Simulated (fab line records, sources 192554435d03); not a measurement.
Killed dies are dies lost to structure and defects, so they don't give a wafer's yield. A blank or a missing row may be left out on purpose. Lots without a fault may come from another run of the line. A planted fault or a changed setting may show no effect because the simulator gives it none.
fab line records | flow n5_finfet
record lots=6 wafers=18 last_day=16
route steps=1938 shown STI_FIN_REVEAL@184 BEOL_M4@1111 PASSIVATION@1936
lots that met no fault: from a run of the same line without faults
start_h: hours from the record's first day to the start of the lot's first wafer shown | wait_h: hours since the lot's step before | " the same as in the row above | L1.1+2: a row that stands for several wafers | - no value, or no start given | * or withheld: withheld | < > ~ a bound
route shown NAME@n: a module of which the file shows steps, and the number in the route of the first | usual: mean/standard deviation of fault-free wafers | same: alike in all rows | chamber/n: place in a boat | sites: the reading at each site | _std_site: their standard deviation | _edge_site: outer sites' mean less inner sites' | radius_mm: how far each site lies from the wafer's centre | mask NAME#n: copy n | behind: the tool/chamber that last shaped the wafer | hold: why the lot was held/for how many hours/how that ended | device: the transistor (n, p or np) that didn't switch | end of line: the same wafers' tests at the end of the route | a step without rows: its recipe alone | killed: dies lost to structure and defects at the first sort, not the wafer's yield | map: a wafer's dies, x killed, . not, _ none there
set.NAME: the setting as run; set.NAME@STEP: as run at that earlier step | model.NAME: the simulator's own value behind a step, which no gauge read
lots at some steps of the route; a table a step, a row a wafer
services: from which hour (start_h, from the record's first day; less than 0 if before it) a tool's chamber was out of use, for how many hours, and why
## steps
# step N5_STI_FIN_REVEAL_ALD_14
# recipe material=Si3N4 target_thk_a=30 temp_c=400 ald_precursor_family=SiH2I2 ald_co_reactant=N2/H2-plasma pressure_torr=2
# usual heater_power_w=839/66
# columns lot.wafer tool chamber start_h wait_h heater_power_w
L516.1 ald_sin-02 0 51.55 0.0 853
L516.2 " 1 " " 855
L516.6 " 1 " " 850
L527.3 ald_sin-01 1 122.13 0.0 790
L527.5 " 3 " " 731
L527.6 " 2 " " 865
L528.1 ald_sin-01 2 126.92 0.0 856
L528.4 " 0 " " 827
L528.6 " 3 " " 722
L532.2 ald_sin-03 1 148.48 0.0 848
L532.3 " 0 " " 763
L532.4 " 2 " " 873
L533.1 ald_sin-03 3 155.32 0.0 986
L533.3 " 0 " " 774
L533.5 " 0 " " 785
L534.3 ald_sin-02 3 160.85 0.0 786
L534.4 " 2 " " 870
L534.5 " 2 " " 833
# step N5_STI_FIN_REVEAL_FCVD_FILL_01
# recipe material=SiO2_flowable target_thk_a=3120 temp_c=100 pressure_torr=0.8 rf_w=2000 time_s=512.2
# step N5_STI_FIN_REVEAL_DENSIFY_02
# recipe temp_c=650 ambient=steam time_s=1800 idle_temp_c=400 densification_p_h2o_torr=640
# step N5_STI_FIN_REVEAL_CMP_04
# recipe stop_on=Si3N4 t_overpolish_s=4 down_force_psi=2 platen_rpm=54.18 post_cmp_clean=alkaline_brush pad_velocity_m_s=1.078 target_thk_nm=131.83
# usual edge_zone_pressure_frac=1.000/0.0048 motor_current_A=8.4/0.84 overpolish_run_s=4.000/0.0089 time_to_endpoint_s=103/4.8
# columns lot.wafer tool chamber start_h wait_h edge_zone_pressure_frac motor_current_A overpolish_run_s time_to_endpoint_s
L516.1 cmp-03 2 56.63 0.1 1.003 8.0 4.004 97
L516.2 " 0 " " 1.002 8.5 3.988 102
L516.6 " 1 " " 0.999 8.3 3.992 96
L527.3 cmp-01 2 127.29 0.1 0.993 8.6 3.989 109
L527.5 " 3 " " 1.003 7.6 3.999 109
L527.6 " 0 " " 1.003 8.5 4.008 114
L528.4 cmp-03 3 132.00 0.1 0.994 9.0 4.011 93
L528.1 " 1 " " 1.000 7.5 4.012 96
L528.6 " 2 " " 1.003 8.0 4.001 97
L532.3 cmp-03 1 153.52 0.0 1.000 8.0 4.015 98
L532.2 " 2 " " 1.002 8.0 4.004 95
L532.4 " 3 " " 1.002 9.3 4.013 98
L533.3 cmp-02 3 160.56 0.2 1.000 8.5 3.991 104
L533.1 " 0 " " 0.995 8.0 3.995 106
L533.5 " 2 " " 0.999 7.4 3.996 111
L534.4 cmp-02 1 165.97 0.1 0.991 7.9 3.990 102
L534.3 " 2 " " 1.004 7.0 3.997 106
L534.5 " 3 " " 0.990 8.6 4.006 106
# step N5_STI_FIN_REVEAL_THK_MEAS_05
# usual thk_nm=132.0/0.96
# columns lot.wafer tool chamber start_h wait_h thk_nm
L516.1 film_metro-01 - 56.89 - 131.3
L516.2 " - " " 130.7
L516.6 " - " " 131.0
L527.3 film_metro-01 - 127.47 - 132.6
L527.5 " - " " 133.6
L527.6 " - " " 133.2
L528.1 film_metro-01 - 132.26 - 132.0
L528.4 " - " " 130.3
L528.6 " - " " 131.4
L532.2 film_metro-02 - 153.82 - 131.4
L532.3 " - " " 132.1
L532.4 " - " " 131.3
L533.1 film_metro-01 - 160.82 - 133.3
L533.3 " - " " 132.9
L533.5 " - " " 132.4
L534.3 film_metro-01 - 166.19 - 133.9
L534.4 " - " " 134.3
L534.5 " - " " 131.4
# step N5_STI_FIN_REVEAL_DENSIFY_30
# recipe temp_c=* time_s=* ambient=N2 idle_temp_c=600 ramp_up_c_per_s=150 ramp_down_c_per_s=60 cool_to_c=600
# usual lamp_power_pct=11.53/0.049 lamp_zone_7_pct=11.965/0.019 wafer_temp_C_max=*
# columns lot.wafer tool chamber start_h wait_h lamp_power_pct lamp_zone_7_pct wafer_temp_C_max
L516.1 rtp_anneal-02 0 57.19 0.3 11.54 11.972 *
L516.2 " 0 " " 11.50 11.975 *
L516.6 " 0 " " 11.54 11.939 *
L527.3 rtp_anneal-02 0 127.56 0.1 11.59 11.974 *
L527.5 " 0 " " 11.56 11.986 *
L527.6 " 0 " " 11.55 11.936 *
L528.1 rtp_anneal-02 0 132.28 0.0 11.62 11.979 *
L528.4 " 0 " " 11.52 11.968 *
L528.6 " 0 " " 11.48 11.968 *
L532.2 rtp_anneal-02 0 153.96 0.1 11.61 11.984 *
L532.3 " 0 " " 11.56 11.926 *
L532.4 " 0 " " 11.51 11.980 *
L533.1 rtp_anneal-02 0 160.86 0.0 11.63 11.980 *
L533.3 " 0 " " 11.65 11.969 *
L533.5 " 0 " " 11.57 11.970 *
L534.3 rtp_anneal-01 0 166.27 0.1 11.53 11.981 *
L534.4 " 0 " " 11.54 11.970 *
L534.5 " 0 " " 11.56 11.988 *
# step N5_STI_FIN_REVEAL_ETCHBACK_08
# recipe chemistry=C4F6/O2 target=SiO2 target_depth_a=305 time_s=10.167 ion_energy_ev=250 pressure_mtorr=30 source_w=345 bias_w=185 Ar_flow_sccm=300 C4F6_flow_sccm=10 O2_flow_sccm=10
# step N5_STI_FIN_REVEAL_STRIP_24
# recipe chemistry=N2/H2 time_s=90 power_w=100 temp_c=40 pressure_mtorr=100 rf_frequency_hz=6e+07 bias_power_w=3 n2_flow_sccm=300 h2_flow_sccm=300
# usual drypump_motor_current_A=5.9/0.47 oes_product_au=0.77/0.068 rf_vpp_V=45.4/0.93 showerhead_plenum_p_Torr=3.40/0.1 throttle_valve_pct=12.17/0.16
# columns lot.wafer tool chamber start_h wait_h drypump_motor_current_A oes_product_au rf_hours_counter_h rf_vpp_V showerhead_plenum_p_Torr throttle_valve_pct
L516.1 rie_diel-04 1 57.44 0.0 5.7 0.82 82 45.3 3.41 12.35
L516.2 " 0 " " 6.6 0.74 180 46.5 3.23 12.05
L516.6 " 0 " " 6.6 0.74 - 44.5 3.23 12.07
L527.3 rie_diel-04 3 127.76 0.0 5.7 0.74 174 44.6 3.49 12.02
L527.5 " 1 " " 5.7 0.79 - 46.7 3.40 12.40
L527.6 " 2 " " 5.8 0.69 - 46.8 3.47 12.18
L528.1 rie_diel-04 0 132.53 0.0 6.7 0.71 209 45.6 3.21 12.13
L528.4 " 2 " " 5.7 0.69 232 44.3 3.47 12.18
L528.6 " 3 " " 5.7 0.73 - 45.9 3.49 12.02
L532.2 rie_diel-01 1 154.50 0.0 6.6 0.87 54 44.5 3.43 12.49
L532.3 " 0 " " 5.5 0.88 49 43.2 3.43 12.30
L532.4 " 2 " " 6.6 0.71 195 44.6 3.34 12.23
L533.1 rie_diel-01 3 161.12 0.0 5.1 0.71 219 45.5 3.21 12.30
L533.3 " 2 " " 6.6 0.70 198 44.8 3.34 12.24
L533.5 " 2 " " 6.7 0.71 - 45.3 3.34 12.23
L534.3 rie_diel-05 1 166.47 0.0 6.3 0.68 250 46.5 3.46 12.33
L534.4 " 2 " " 6.6 0.78 140 45.3 3.39 12.19
L534.5 " 3 " " 5.6 0.79 - 45.0 3.53 12.18
# step N5_STI_FIN_REVEAL_PRECLEAN_25
# recipe chemistry=SPM time_s=90 temp_c=120 mix=4:1
# step N5_STI_FIN_REVEAL_PRECLEAN_26
# recipe chemistry=SC1 time_s=45 temp_c=46 mix=1:2:100
# step N5_STI_FIN_REVEAL_PRECLEAN_29
# recipe chemistry=DHF time_s=30 temp_c=25 dilution=300:1
# step N5_STI_FIN_REVEAL_SRD_12
# recipe time_s=30 temp_c=23 rinse_liquid=diw dry=ipa_marangoni
# step N5_STI_FIN_REVEAL_RECESS_09
# recipe chemistry=HF/NH3 target=SiO2 afs_cycles=11 target_depth_a=425 temp_c=30 sublimation_temp_c=180 sublimation_time_s=60
# usual afs_cycles=11/0 drypump_motor_current_A=5.8/0.38 sublimation_temp_c=180.02/0.14
# columns lot.wafer tool chamber start_h wait_h afs_cycles drypump_motor_current_A sublimation_temp_c model.SiNx_of_FIN_SAQP_HM_DEP_03.thk_nm
L516.1 vapor_etch-02 1 57.65 0.0 11 5.3 180.03 17.4
L516.2 " 0 " " 11 5.4 180.18 17.8
L516.6 " 0 58.71 1.1 11 5.3 180.13 18
L527.3 vapor_etch-01 1 128.50 0.6 - - - 20.6
L527.5 " 0 " " - - - 21
L527.6 " 1 " " - - - 21.2
L528.1 vapor_etch-01 1 132.75 0.0 - - - 21.4
L528.4 " 0 " " - - - 21.6
L528.6 " 1 " " - - - 21.8
L532.2 vapor_etch-02 1 154.72 0.0 11 5.4 180.19 18.2
L532.3 " 0 " " 11 5.3 179.90 17.6
L532.4 " 1 " " 11 5.3 180.01 18.6
L533.1 vapor_etch-01 1 161.35 0.0 11 5.9 180.11 18.6
L533.3 " 0 " " 11 6.2 179.97 19.8
L533.5 " 0 " " 11 6.2 180.11 19.8
L534.3 vapor_etch-01 1 167.22 0.6 11 5.9 180.02 17.4
L534.4 " 0 " " 11 6.2 180.33 18.2
L534.5 " 1 " " 11 5.8 180.04 18.2
# step N5_STI_FIN_REVEAL_STRIP_16
# recipe chemistry=H3PO4 material=SiNx temp_c=165 target_depth_a=238 overetch_fraction=0.4964 dry=ipa_marangoni
# step N5_STI_FIN_REVEAL_PRECLEAN_17
# recipe chemistry=NF3:NH3 afs_cycles=1 temp_c=30 time_s=20 sublimation_temp_c=180 sublimation_time_s=60 pressure_torr=3 rf_power_w=30
# step N5_STI_FIN_REVEAL_ETCH_34
# recipe chemistry=H2 mode=isotropic material=Si target=Si target_depth_a=9.7 temp_c=20 pressure_mtorr=4.5 icp_w=300 bias_w=0 h2_flow_sccm=7.5 he_flow_sccm=142.5
# step N5_STI_FIN_REVEAL_OXIDATION_31
# recipe chemistry=O2_PLASMA_REMOTE temp_c=150 time_s=20 pressure_mtorr=1000 source_power_w=2000 o2_flow_sccm=3000
# usual drypump_motor_current_A=6.1/0.31 heater_power_w=136/7.2 o2_flow_sccm=3001/9.1 rf_fwd_power_W=1975/6.8
# columns lot.wafer tool chamber start_h wait_h drypump_motor_current_A heater_power_w o2_flow_sccm rf_fwd_power_W rf_hours_counter_h
L516.1 plasma_asher-02 1 59.80 0.0 6.4 140 2999 1971 86
L516.2 " 0 " " 6.4 147 3001 1975 86
L516.6 " 0 " " 6.4 144 3009 1968 -
L527.3 plasma_asher-02 1 130.15 0.1 6.5 140 2998 1974 -
L527.5 " 1 " " 6.5 140 3005 1973 -
L527.6 " 0 " " 6.4 143 2988 1971 -
L528.1 plasma_asher-02 1 134.90 0.0 6.5 139 2991 1972 100
L528.4 " 0 " " 6.4 142 2997 1969 -
L528.6 " 0 " " 6.4 145 2990 1965 -
L532.2 plasma_asher-02 0 156.87 0.0 6.4 147 2993 1966 105
L532.3 " 1 " " 6.5 137 2992 1965 -
L532.4 " 0 " " 6.4 142 2994 1972 -
L533.1 plasma_asher-02 0 163.50 0.0 6.4 141 3026 1981 106
L533.3 " 1 " " 6.5 136 2993 1970 -
L533.5 " 1 " " 6.5 138 3000 1979 -
L534.3 plasma_asher-01 1 168.88 0.1 5.9 126 3010 1970 -
L534.4 " 0 " " 5.7 133 3013 1976 -
L534.5 " 1 " " 5.9 125 3001 1982 -
# step N5_STI_FIN_REVEAL_PRECLEAN_32
# recipe chemistry=NF3:NH3 afs_cycles=1 temp_c=30 time_s=20 sublimation_temp_c=180 sublimation_time_s=60 pressure_torr=3 rf_power_w=30
# step N5_STI_FIN_REVEAL_STRIP_35
# recipe chemistry=H3PO4 material=Si3N4 temp_c=165 target_depth_a=40 time_s=39
# step N5_STI_FIN_REVEAL_SRD_21
# recipe dry=ipa_marangoni time_s=30 temp_c=23 rinse_liquid=diw
# step N5_STI_FIN_REVEAL_OXIDATION_33
# recipe chemistry=O2_PLASMA_REMOTE temp_c=150 time_s=20 pressure_mtorr=1000 source_power_w=2000 o2_flow_sccm=3000
# step N5_STI_FIN_REVEAL_CLEAN_19
# recipe chemistry=O3/DIW temp_c=25 time_s=120 o3_ppm=10
# step N5_STI_FIN_REVEAL_SRD_23
# recipe dry=ipa_marangoni time_s=30 temp_c=23 rinse_liquid=diw
# step N5_STI_FIN_REVEAL_CD_MEAS_22
# recipe target_cd_nm=6.238 pitch_nm=28 polarity=line
# usual cd_nm=6.28/0.24
# columns lot.wafer tool chamber start_h wait_h cd_nm
L516.1 cd_sem-03 - 60.35 0.0 6.46
L516.2 " - " " 5.81
L516.6 " - " " 6.17
L527.3 cd_sem-02 - 130.64 0.0 5.81
L527.5 " - " " 6.24
L527.6 " - " " 6.37
L528.1 cd_sem-03 - 135.42 0.0 6.63
L528.4 " - " " 6.33
L528.6 " - " " 6.28
L532.2 cd_sem-02 - 157.39 0.0 6.17
L532.3 " - " " 6.11
L532.4 " - " " 5.98
L533.1 cd_sem-03 - 164.02 0.0 6.21
L533.3 " - " " 6.38
L533.5 " - " " 6.21
L534.3 cd_sem-03 - 169.38 0.0 6.96
L534.4 " - " " 5.97
L534.5 " - " " 6.02
# step N5_STI_FIN_REVEAL_FIN_H_MEAS_10
# usual trench_depth_nm=51.8/0.53
# columns lot.wafer tool chamber start_h wait_h trench_depth_nm
L516.1 ocd-01 - 60.38 0.0 52.4
L516.2 " - " " 52.0
L516.6 " - " " 52.0
L527.3 ocd-02 - 130.68 0.0 -0.4
L527.5 " - " " -0.9
L527.6 " - " " -0.7
L528.1 ocd-02 - 135.45 0.0 -0.2
L528.4 " - " " 0.3
L528.6 " - " " 0.3
L532.2 ocd-01 - 157.42 0.0 52.2
L532.3 " - " " 51.9
L532.4 " - " " 51.4
L533.1 ocd-01 - 164.05 0.0 51.5
L533.3 " - " " 51.0
L533.5 " - " " 51.3
L534.3 ocd-01 - 169.41 0.0 51.4
L534.4 " - " " 51.8
L534.5 " - " " 51.6
# step N5_STI_FIN_REVEAL_PRECLEAN_18
# recipe chemistry=SC2 time_s=45 temp_c=35 mix=1:1:50
# step N5_BEOL_M4_RC_MEAS_101
# usual DIBL_N=36.3/1.2 DIBL_P=36.1/1.6 IOFF_N=0.161/0.023 IOFF_P=0.209/0.027 ION_N=676/8.9 ION_P=462/5.3 SS_N=71.5/0.51 SS_P=73.2/0.5 VT_N=249.1/2.5 VT_P=-249.9/2.8
# columns lot.wafer tool chamber start_h wait_h DIBL_N[mV/V] DIBL_P[mV/V] IOFF_N[nA/um] IOFF_P[nA/um] ION_N[uA/um] ION_P[uA/um] SS_N[mV/dec] SS_P[mV/dec] VT_N[mV] VT_P[mV]
L516.1 prober-02 0 185.10 0.0 36.4 35.7 0.148 0.185 678 458 70.9 73.4 247.4 -254.7
L516.2 " 0 " " 34.8 33.5 0.115 0.155 662 454 70.6 72.1 253.5 -255.5
L516.6 " 0 " " 35.2 34.1 0.125 0.163 663 454 70.7 72.9 253.1 -254.3
L532.2 prober-02 0 278.87 0.2 37.8 37.2 0.202 0.225 695 466 72.2 73.0 245.0 -249.9
L532.3 " 0 " " 37.4 37.6 0.178 0.224 688 468 72.0 73.8 248.6 -248.7
L532.4 " 0 " " 36.9 36.7 0.167 0.212 681 459 71.8 72.5 249.6 -249.5
L533.1 prober-02 0 284.60 0.0 36.9 38.7 0.155 0.237 667 460 71.6 73.7 252.0 -247.5
L533.3 " 0 " " 37.1 38.2 0.152 0.223 669 455 71.5 73.6 252.4 -247.7
L533.5 " 0 " " 38.2 40.2 0.180 0.271 676 465 71.6 74.1 248.3 -245.8
L534.3 prober-01 0 294.60 0.3 35.8 36.9 0.173 0.216 670 459 72.0 73.3 247.9 -248.2
L534.4 " 0 " " 35.5 36.2 0.162 0.202 680 454 72.5 73.2 247.7 -248.1
L534.5 " 0 " " 36.3 37.3 0.175 0.229 681 464 71.4 73.6 247.1 -248.9
# step N5_PASSIVATION_PROBE_49
# usual defect_limited_yield=91.3/1.5 killed_at_M0_to_M3=35/10 killed_at_M4_up=13/5.3 killed_at_contacts=12/5.7 killed_at_front_end=39/11 killed_at_other=3.3/2.7 killed_dies=102/18 killed_on_rim=13/4 killed_open=67/13 killed_short=34/7.8 sort_bin_5_function=5.1/1 sort_bin_6_memory=3.3/0.68 sort_n_pass=1078/18 sort_yield_pct=91.3/1.5
# same gross_dies=1180 killed_at_back_side=0 sort_bin_4_leakage[%]=0 sort_bin_8_speed[%]=0
# columns lot.wafer tool chamber start_h wait_h defect_limited_yield[%] killed_at_M0_to_M3 killed_at_M4_up killed_at_contacts killed_at_front_end killed_at_other killed_dies killed_on_rim killed_open killed_short sort_bin_5_function[%] sort_bin_6_memory[%] sort_n_pass sort_yield_pct[%]
L527.3 prober-02 - 356.81 0.1 0 33 9 11 1125 2 1180 152 60 33 97.2 2.5 0 0
L527.5 prober-02 - 356.91 0.2 0 24 4 18 1132 2 1180 152 60 29 96.8 3.1 0 0
L527.6 prober-02 - 356.96 0.3 0 52 15 9 1104 0 1180 152 78 47 95.8 3.8 0 0
L528.1 prober-02 - 358.48 0.0 0 40 11 12 1112 5 1180 152 70 35 96.3 3.5 0 0
L528.4 prober-02 - 358.63 0.2 0 36 8 6 1128 2 1180 152 52 15 97.8 2.1 0 0
L528.6 prober-02 - 358.73 0.3 0 45 11 6 1115 3 1180 152 69 42 95.4 4.0 0 0
# killed by level:class
L527.3 STI_FIN_REVEAL:area_recess=1087 FIN_SAQP:geometric_particle:short=10 MOL_CONTACT_COAG:geometric_particle:open=9 BEOL_M2:geometric_particle:open=8 BEOL_M1:geometric_particle:open=7 BEOL_M3:geometric_particle:open=7 FIN_SAQP:geometric_particle:open=6 STI_FIN_REVEAL:geometric_particle:open=5
L527.5 STI_FIN_REVEAL:area_recess=1090 MOL_CONTACT_COAG:geometric_particle:open=13 STI_FIN_REVEAL:geometric_particle:open=11 FIN_SAQP:geometric_particle:short=9 BEOL_M3:geometric_particle:open=6 BEOL_M1:geometric_particle:open=6 GATE_CUT:geometric_particle:open=5 MOL_CONTACT_COAG:geometric_particle:short=5
L527.6 STI_FIN_REVEAL:area_recess=1055 BEOL_M2:geometric_particle:open=18 FIN_SAQP:geometric_particle:short=12 BEOL_M3:geometric_particle:open=8 BEOL_M1:geometric_particle:open=7 GATE_CUT:geometric_particle:short=7 FIN_SAQP:geometric_particle:open=6 MOL_CONTACT_COAG:geometric_particle:open=6
L528.1 STI_FIN_REVEAL:area_recess=1075 MOL_CONTACT_COAG:geometric_particle:open=9 BEOL_M3:geometric_particle:open=9 BEOL_M2:geometric_particle:open=8 GATE_CUT:geometric_particle:open=7 BEOL_M0_SAQP:geometric_particle:short=7 GATE_CUT:geometric_particle:short=6 BEOL_M4:geometric_particle:open=6
L528.4 STI_FIN_REVEAL:area_recess=1112 BEOL_M1:geometric_particle:open=13 BEOL_M0_SAQP:geometric_particle:open=9 BEOL_M3:geometric_particle:open=7 BEOL_M4:geometric_particle:open=6 MOL_CONTACT_COAG:geometric_particle:open=4 FIN_SAQP:geometric_particle:short=3 GATE_CUT:geometric_particle:open=3
L528.6 STI_FIN_REVEAL:area_recess=1069 BEOL_M3:geometric_particle:open=15 GATE_CUT:geometric_particle:short=10 BEOL_M1:geometric_particle:open=7 GATE_CUT:geometric_particle:open=7 FIN_SAQP:geometric_particle:open=6 MOL_CONTACT_COAG:geometric_particle:open=5 BEOL_M0_SAQP:geometric_particle:open=5
# map L527.3 (x killed, . not)
_________________xxxxxxxxxxxx________________
______________xxxxxxxxxxxxxxxxxx_____________
___________xxxxxxxxxxxxxxxxxxxxxxxx__________
__________xxxxxxxxxxxxxxxxxxxxxxxxxx_________
________xxxxxxxxxxxxxxxxxxxxxxxxxxxxxx_______
_______xxxxxxxxxxxxxxxxxxxxxxxxxxxxxxxx______
______xxxxxxxxxxxxxxxxxxxxxxxxxxxxxxxxxx_____
_____xxxxxxxxxxxxxxxxxxxxxxxxxxxxxxxxxxxx____
____xxxxxxxxxxxxxxxxxxxxxxxxxxxxxxxxxxxxxx___
___xxxxxxxxxxxxxxxxxxxxxxxxxxxxxxxxxxxxxxxx__
___xxxxxxxxxxxxxxxxxxxxxxxxxxxxxxxxxxxxxxxx__
__xxxxxxxxxxxxxxxxxxxxxxxxxxxxxxxxxxxxxxxxxx_
__xxxxxxxxxxxxxxxxxxxxxxxxxxxxxxxxxxxxxxxxxx_
_xxxxxxxxxxxxxxxxxxxxxxxxxxxxxxxxxxxxxxxxxxxx
_xxxxxxxxxxxxxxxxxxxxxxxxxxxxxxxxxxxxxxxxxxxx
_xxxxxxxxxxxxxxxxxxxxxxxxxxxxxxxxxxxxxxxxxxxx
_xxxxxxxxxxxxxxxxxxxxxxxxxxxxxxxxxxxxxxxxxxxx
_xxxxxxxxxxxxxxxxxxxxxxxxxxxxxxxxxxxxxxxxxxxx
_xxxxxxxxxxxxxxxxxxxxxxxxxxxxxxxxxxxxxxxxxxxx
_xxxxxxxxxxxxxxxxxxxxxxxxxxxxxxxxxxxxxxxxxxxx
_xxxxxxxxxxxxxxxxxxxxxxxxxxxxxxxxxxxxxxxxxxxx
__xxxxxxxxxxxxxxxxxxxxxxxxxxxxxxxxxxxxxxxxxx_
__xxxxxxxxxxxxxxxxxxxxxxxxxxxxxxxxxxxxxxxxxx_
___xxxxxxxxxxxxxxxxxxxxxxxxxxxxxxxxxxxxxxxx__
___xxxxxxxxxxxxxxxxxxxxxxxxxxxxxxxxxxxxxxxx__
____xxxxxxxxxxxxxxxxxxxxxxxxxxxxxxxxxxxxxx___
_____xxxxxxxxxxxxxxxxxxxxxxxxxxxxxxxxxxxx____
______xxxxxxxxxxxxxxxxxxxxxxxxxxxxxxxxxx_____
_______xxxxxxxxxxxxxxxxxxxxxxxxxxxxxxxx______
________xxxxxxxxxxxxxxxxxxxxxxxxxxxxxx_______
__________xxxxxxxxxxxxxxxxxxxxxxxxxx_________
___________xxxxxxxxxxxxxxxxxxxxxxxx__________
______________xxxxxxxxxxxxxxxxxx_____________
_________________xxxxxxxxxxxx________________
# map L528.1 (x killed, . not)
_________________xxxxxxxxxxxx________________
______________xxxxxxxxxxxxxxxxxx_____________
___________xxxxxxxxxxxxxxxxxxxxxxxx__________
__________xxxxxxxxxxxxxxxxxxxxxxxxxx_________
________xxxxxxxxxxxxxxxxxxxxxxxxxxxxxx_______
_______xxxxxxxxxxxxxxxxxxxxxxxxxxxxxxxx______
______xxxxxxxxxxxxxxxxxxxxxxxxxxxxxxxxxx_____
_____xxxxxxxxxxxxxxxxxxxxxxxxxxxxxxxxxxxx____
____xxxxxxxxxxxxxxxxxxxxxxxxxxxxxxxxxxxxxx___
___xxxxxxxxxxxxxxxxxxxxxxxxxxxxxxxxxxxxxxxx__
___xxxxxxxxxxxxxxxxxxxxxxxxxxxxxxxxxxxxxxxx__
__xxxxxxxxxxxxxxxxxxxxxxxxxxxxxxxxxxxxxxxxxx_
__xxxxxxxxxxxxxxxxxxxxxxxxxxxxxxxxxxxxxxxxxx_
_xxxxxxxxxxxxxxxxxxxxxxxxxxxxxxxxxxxxxxxxxxxx
_xxxxxxxxxxxxxxxxxxxxxxxxxxxxxxxxxxxxxxxxxxxx
_xxxxxxxxxxxxxxxxxxxxxxxxxxxxxxxxxxxxxxxxxxxx
_xxxxxxxxxxxxxxxxxxxxxxxxxxxxxxxxxxxxxxxxxxxx
_xxxxxxxxxxxxxxxxxxxxxxxxxxxxxxxxxxxxxxxxxxxx
_xxxxxxxxxxxxxxxxxxxxxxxxxxxxxxxxxxxxxxxxxxxx
_xxxxxxxxxxxxxxxxxxxxxxxxxxxxxxxxxxxxxxxxxxxx
_xxxxxxxxxxxxxxxxxxxxxxxxxxxxxxxxxxxxxxxxxxxx
__xxxxxxxxxxxxxxxxxxxxxxxxxxxxxxxxxxxxxxxxxx_
__xxxxxxxxxxxxxxxxxxxxxxxxxxxxxxxxxxxxxxxxxx_
___xxxxxxxxxxxxxxxxxxxxxxxxxxxxxxxxxxxxxxxx__
___xxxxxxxxxxxxxxxxxxxxxxxxxxxxxxxxxxxxxxxx__
____xxxxxxxxxxxxxxxxxxxxxxxxxxxxxxxxxxxxxx___
_____xxxxxxxxxxxxxxxxxxxxxxxxxxxxxxxxxxxx____
______xxxxxxxxxxxxxxxxxxxxxxxxxxxxxxxxxx_____
_______xxxxxxxxxxxxxxxxxxxxxxxxxxxxxxxx______
________xxxxxxxxxxxxxxxxxxxxxxxxxxxxxx_______
__________xxxxxxxxxxxxxxxxxxxxxxxxxx_________
___________xxxxxxxxxxxxxxxxxxxxxxxx__________
______________xxxxxxxxxxxxxxxxxx_____________
_________________xxxxxxxxxxxx________________
## services
# columns tool chamber start_h hours kind
ald_sin-03 0 33.74 7.6 repair
rie_diel-04 0 40.18 2.6 repair
cmp-02 - 41.77 5.9 pm
cmp-01 - 53.93 4.5 pm
vapor_etch-01 0 63.46 1.0 repair
cmp-02 - 82.01 6.3 repair
rie_diel-01 - 88.48 28.1 pm
rie_diel-04 - 101.30 0.5 repair
ald_sin-03 - 112.71 2.8 pm
rie_diel-05 2 119.71 1.5 repair
plasma_asher-02 - 123.16 4.3 pm
cmp-02 - 132.53 4.0 pm
cmp-02 - 136.53 - consumable_replace:conditioner
cmp-02 - 136.53 - consumable_replace:pad
cmp-03 - 142.93 1.2 repair
ald_sin-01 1 145.72 3.2 repair
vapor_etch-01 - 146.91 0.5 repair
cmp-01 - 160.18 2.3 repair
rie_diel-04 1 160.26 9.4 repair
cmp-03 - 164.27 0.9 repair
rie_diel-05 1 168.24 - clean
rie_diel-05 1 168.24 - consumable_replace:esc
rie_diel-05 1 168.24 - consumable_replace:focus_ring
rie_diel-05 1 168.24 23.1 scheduled_down
## key
first_sign step=N5_STI_FIN_REVEAL_RECESS_09 reading=tool_record direction=missing
effect step=N5_STI_FIN_REVEAL_FIN_H_MEAS_10 reading=trench_depth_nm direction=down sigmas=99 usual=51.8 struck=-0.3
effect step=N5_PASSIVATION_PROBE_49 reading=killed_at_front_end direction=up sigmas=98 usual=39 struck=1119
model_effect step=N5_STI_FIN_REVEAL_RECESS_09 value=SiNx_of_FIN_SAQP_HM_DEP_03.thk_nm without=18.43 struck=21.27
more_kills_born_at N5_STI_FIN_REVEAL_RECESS_09@vapor_etch-01=6475
met_at N5_STI_FIN_REVEAL_RECESS_09
struck_wafers L527.3,L527.5,L527.6,L528.1,L528.4,L528.6
later_rows_left_out L527.3,L527.5,L527.6,L528.1,L528.4,L528.6
fault kind=skipped_step_whole tool=vapor_etch-01 chamber=- onset_h=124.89 steps=N5_STI_FIN_REVEAL_RECESS_09 scope=struck_lots_only
# later_rows_left_out: the simulator's readings of these wafers behind a module that went badly wrong aren't trusted and aren't shown, but for the sort
